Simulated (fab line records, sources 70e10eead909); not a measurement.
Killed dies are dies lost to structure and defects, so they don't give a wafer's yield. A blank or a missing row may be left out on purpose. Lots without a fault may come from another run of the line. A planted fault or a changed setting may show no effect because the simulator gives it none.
Problem report in the 8D (eight disciplines) form, filled by code | flow nand_harc | the parts of the form that need people (team, actions taken, sign-off) are left out

1. THE PROBLEM
sort_bin_3_pct at NHARC_END_SORT_01 reads a mean of 1.62 % on 1 wafer of 1 lot; wafers without a fault read 0.22 % with a standard deviation of 0.19. That is +7.4 standard deviations from the usual mean.
First seen on wafer L522.4, day 21 19:11, on prober-02. The record holds 3 wafers of 1 lot with a number at this step. Rule for "out", or "out of limits": more than 4 standard deviations from the usual mean. The other wafers with a number count as sound.

2. WHAT IT IS AND WHAT IT IS NOT
question                    | is                | is not
which readings at this step | sort_bin_3_pct    | killed_at_other, killed_at_periphery, killed_open, killed_short, sort_bin_4_pct, sort_rim_yield_pct
which lots                  | L522              | -
which wafers of those lots  | L522.4            | L522.1, L522.3
read on which gauges        | prober-02         | -
when                        | from day 21 19:11 | up to then (2 sound wafers)

3. SUSPECTS, AND WHAT RULES EACH OUT
Counting: a tool at a process step up to the reading stays a suspect if it ran every lot that is out. Sound lots after the first of them don't rule it out here, since some wafers of a struck lot are sound.
- the gauge at NHARC_END_SORT_01: kept. All the wafers that are out were read on prober-02, and no step on other tools shows them out.
- pvd_sputter-01 at NHARC_A_M1_PRE_CLEAN_30 (time 30 s): kept. It ran the lot that is out, L522 (day 20 05:48).
- rie_diel-05 at NHARC_A_BONDPAD_DESCUM_11 (chemistry O2, time 3 s): kept. It ran the lot that is out, L522 (day 20 09:30).
- pvd_sputter-01 at NHARC_A_BONDPAD_PRE_CLEAN_26 (time 30 s): kept. It ran the lot that is out, L522 (day 21 16:46). NHARC_A_BONDPAD_PRE_CLEAN_26 gives no start for some lots, so the hours and the order of its lots are those of NHARC_END_SORT_01.
- Within rie_diel-05 at NHARC_A_BONDPAD_DESCUM_11: the wafers that are out ran in chamber 1; their sound lot-mates ran in chambers 0, 3.
Left after counting: pvd_sputter-01 at NHARC_A_M1_PRE_CLEAN_30, rie_diel-05 at NHARC_A_BONDPAD_DESCUM_11, pvd_sputter-01 at NHARC_A_BONDPAD_PRE_CLEAN_26, prober-02 at NHARC_END_SORT_01.

4. THE CAUSE (what the simulator had put in)
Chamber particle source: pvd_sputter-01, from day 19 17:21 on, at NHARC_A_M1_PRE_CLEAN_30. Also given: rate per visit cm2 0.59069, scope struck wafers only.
Counting left 4 suspects, and this tool is among them.

5. THE CHAIN OF EFFECTS, in route order
Each row: a reading whose mean over the struck wafers that have a number lies more than 3 standard deviations from the usual. Only readings for which the record gives a usual standard deviation are gone through. hours: the time from each lot's start at the first step in this table that gives one to its start at this step, as a median over the lots. sigmas: the change in usual standard deviations.
hours | step              | reading              | usual  | on struck wafers | change | sigmas
0     | NHARC_END_SORT_01 | defect_limited_yield | 95.8 % | 91.3             | -4.5   | -3.5
0     | NHARC_END_SORT_01 | killed_dies          | 28     | 59               | +31    | +3.5
0     | NHARC_END_SORT_01 | sort_bin_2_pct       | 1.3 %  | 3.1              | +1.8   | +3.2
0     | NHARC_END_SORT_01 | sort_bin_3_pct       | 0.22 % | 1.62             | +1.40  | +7.4
0     | NHARC_END_SORT_01 | sort_n_pass          | 649    | 618              | -31    | -3.5
0     | NHARC_END_SORT_01 | sort_yield_pct       | 95.8 % | 91.3             | -4.5   | -3.5

6. WHAT WOULD HAVE CAUGHT IT SOONER
In this record the first reading out of limits at a measuring or inspecting step was taken at day 21 19:11, 50 hours after the fault began at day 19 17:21.
Of the tool readings at NHARC_A_M1_PRE_CLEAN_30 for which the record gives a usual standard deviation, none was out on any struck wafer, so an alarm limit of 4 standard deviations on them would not have fired.
All the lots that are out (1) had begun NHARC_A_M1_PRE_CLEAN_30 on pvd_sputter-01 by day 21 19:11. A hold on the tool at that time would have spared none of them.
